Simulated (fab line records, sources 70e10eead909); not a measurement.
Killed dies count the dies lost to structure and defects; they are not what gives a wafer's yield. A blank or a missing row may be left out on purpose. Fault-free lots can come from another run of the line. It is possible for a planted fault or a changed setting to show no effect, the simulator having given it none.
What tool caused it? :: flow nandHarc :: Sampling: 7 lots, 21 wafers, 3 of 1159 route steps

WHAT EACH GAUGE READ, for each wafer
NHARC_A_ONON_D1_THK_MEAS_02: measures by ellipsometry.
lot: L423
measured: day 7 20:07
on: filmMetro-02
thkNm (nm): 995 993 994

lot: L425
measured: day 8 13:16
on: filmMetro-01
thkNm (nm): 1004 1002 1004

lot: L427
measured: day 8 20:41
on: filmMetro-01
thkNm (nm): 975 976 975

lot: L429
measured: day 9 19:20
on: filmMetro-02
thkNm (nm): 996 995 995

lot: L435
measured: day 10 16:00
on: filmMetro-01
thkNm (nm): 1586 1587 1587

lot: L440
measured: day 12 16:38
on: filmMetro-01
thkNm (nm): 1009 1011 1010

lot: L445
measured: day 13 05:10
on: filmMetro-01
thkNm (nm): 1003 1005 1002

WHAT TOOL EACH LOT RAN ON (gives the tool, then ch and the chambers of the sampled wafers, and finally the start)
lot: L423
NHARC_P_BONDPAD_PVD_27: pvdSputter-03, day 6 21:46 or earlier
NHARC_A_ONON_D1_DEP_00: pecvdOnon-01 ch 0, day 7 19:43

lot: L425
NHARC_P_BONDPAD_PVD_27: pvdSputter-01, day 7 13:34 or earlier
NHARC_A_ONON_D1_DEP_00: pecvdOnon-02 ch 0, day 8 12:52

lot: L427
NHARC_P_BONDPAD_PVD_27: pvdSputter-02, day 7 20:17 or earlier
NHARC_A_ONON_D1_DEP_00: pecvdOnon-02 ch 0, day 8 20:14

lot: L429
NHARC_P_BONDPAD_PVD_27: pvdSputter-01, day 8 15:48 or earlier
NHARC_A_ONON_D1_DEP_00: pecvdOnon-04 ch 0, day 9 18:59

lot: L435
NHARC_P_BONDPAD_PVD_27: pvdSputter-01, day 9 16:14 or earlier
NHARC_A_ONON_D1_DEP_00: pecvdOnon-04 ch 0, day 10 15:29

lot: L440
NHARC_P_BONDPAD_PVD_27: pvdSputter-03, day 11 15:36 or earlier
NHARC_A_ONON_D1_DEP_00: pecvdOnon-01 ch 0, day 12 16:10

lot: L445
NHARC_P_BONDPAD_PVD_27: pvdSputter-01, day 12 07:10 or earlier
NHARC_A_ONON_D1_DEP_00: pecvdOnon-01 ch 0, day 13 04:40
- NHARC_P_BONDPAD_PVD_27: deposits Cu, target thk 30 nm, time 20.49 s.
- NHARC_A_ONON_D1_DEP_00: target thk 1000 nm.

THE ANSWER, worked out from the rows above alone
Rule: what is usual is taken from the lots themselves. Put in order of their means at a reading, lots are off if they are a third of the lots or fewer, leave a main group of 4 or more, and stand apart from it by a gap of 3 or more times the standard deviation of the main group's means; of several such gaps the widest counts. A main group whose means are all the same, to the digits that the tables above print for the reading, isn't used. Also off: a lot with no number at a reading for which 4 or more lots have one. All remaining lots with rows at the step are treated as sound.
Off at NHARC_A_ONON_D1_THK_MEAS_02 (thkNm): L435. The main group: mean 997 nm, standard deviation 11.
If a tool, at a process step before that reading, ran all the lots that are off and no sound lot after the first of them, it fits. Gauges at NHARC_A_ONON_D1_THK_MEAS_02: tried the same way as those tools. NHARC_P_BONDPAD_PVD_27: start missing for some lots; hours and lot order therefore follow NHARC_P_BONDPAD_INSPECT_23. One fits: pecvdOnon-04 at NHARC_A_ONON_D1_DEP_00. A fault onset in the window from L429 (day 9 18:59, its last sound lot) to L435 (day 10 15:29, its first lot off) fits.

WHAT THE SIMULATOR PUT IN
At NHARC_A_ONON_D1_DEP_00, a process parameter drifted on pecvdOnon-04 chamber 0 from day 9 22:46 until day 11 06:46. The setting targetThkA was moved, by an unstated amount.
Lots struck among those shown: L435. The rule above found the same.
